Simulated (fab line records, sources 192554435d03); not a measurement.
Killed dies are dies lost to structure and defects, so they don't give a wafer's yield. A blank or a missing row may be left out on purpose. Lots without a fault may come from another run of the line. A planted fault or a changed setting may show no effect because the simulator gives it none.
Problem report in the 8D (eight disciplines) form, filled by code | flow n5_finfet | the parts of the form that need people (team, actions taken, sign-off) are left out

1. THE PROBLEM
rf_fwd_power_W at N5_FIN_CUT_CUT_ETCH_26 reads a mean of 486.8 W on 6 wafers of 2 lots; wafers without a fault read 391.2 W with a standard deviation of 1.6. That is +60 standard deviations from the usual mean.
The step: etches SiNx in CH3F/O2, target depth 39 nm, time 55.7 s.
First seen on wafer L511.1, day 4 10:09, on rie_diel-06. The record holds 12 wafers of 4 lots with a number at this step. Rule for "out", or "out of limits": more than 4 standard deviations from the usual mean. The other wafers with a number count as sound.

2. WHAT IT IS AND WHAT IT IS NOT
question                    | is                       | is not
which readings at this step | rf_fwd_power_W, rf_vpp_V | drypump_motor_current_A, oes_product_au, showerhead_plenum_p_Torr, throttle_valve_pct
which lots                  | L511, L514               | L504, L525
which wafers of those lots  | all that have a number   | -
read on which tools         | rie_diel-06              | rie_diel-05
when                        | from day 4 10:09         | up to then (3 sound wafers); but 3 sound wafers of L525 came after

3. SUSPECTS, AND WHAT RULES EACH OUT
Counting: a tool at a process step up to the reading stays a suspect if it ran every lot that is out and no sound lot after the first of them.
- rie_diel-06 at N5_FIN_CUT_CUT_ETCH_26 (etches SiNx in CH3F/O2, target depth 39 nm, time 55.7 s): kept. It ran every lot that is out, first L511 (day 4 10:09), and no sound lot after that; its last sound lot up to then is L504 (day 2 15:45). Its own readings are out on those wafers: rf_fwd_power_W, rf_vpp_V.
Left after counting: rie_diel-06 at N5_FIN_CUT_CUT_ETCH_26.

4. THE CAUSE (what the simulator had put in)
Process parameter drift: rie_diel-06, from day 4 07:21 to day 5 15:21, at N5_FIN_CUT_CUT_ETCH_26. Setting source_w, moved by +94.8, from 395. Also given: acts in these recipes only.
Counting left only this tool.

5. THE CHAIN OF EFFECTS, in route order
Each row: a reading whose mean over the struck wafers that have a number lies more than 3 standard deviations from the usual. Only readings for which the record gives a usual standard deviation are gone through. hours: the time from each lot's start at the first step in this table that gives one to its start at this step, as a median over the lots. sigmas: the change in usual standard deviations.
hours | step                   | reading        | usual   | on struck wafers | change | sigmas
0     | N5_FIN_CUT_CUT_ETCH_26 | rf_fwd_power_W | 391.2 W | 486.8            | +95.6  | +60
0     | N5_FIN_CUT_CUT_ETCH_26 | rf_vpp_V       | 298 V   | 268              | -30    | -6.8
The process steps in it:
- N5_FIN_CUT_CUT_ETCH_26: etches SiNx in CH3F/O2, target depth 39 nm, time 55.7 s.
Later measuring or inspecting steps at which every struck wafer that the step has a row for has a number for every such reading, and none has moved that far: N5_BEOL_M4_RC_MEAS_101.

6. WHAT WOULD HAVE CAUGHT IT SOONER
In this record the first reading out of limits was taken at day 4 10:09, 3 hours after the fault began at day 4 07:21.
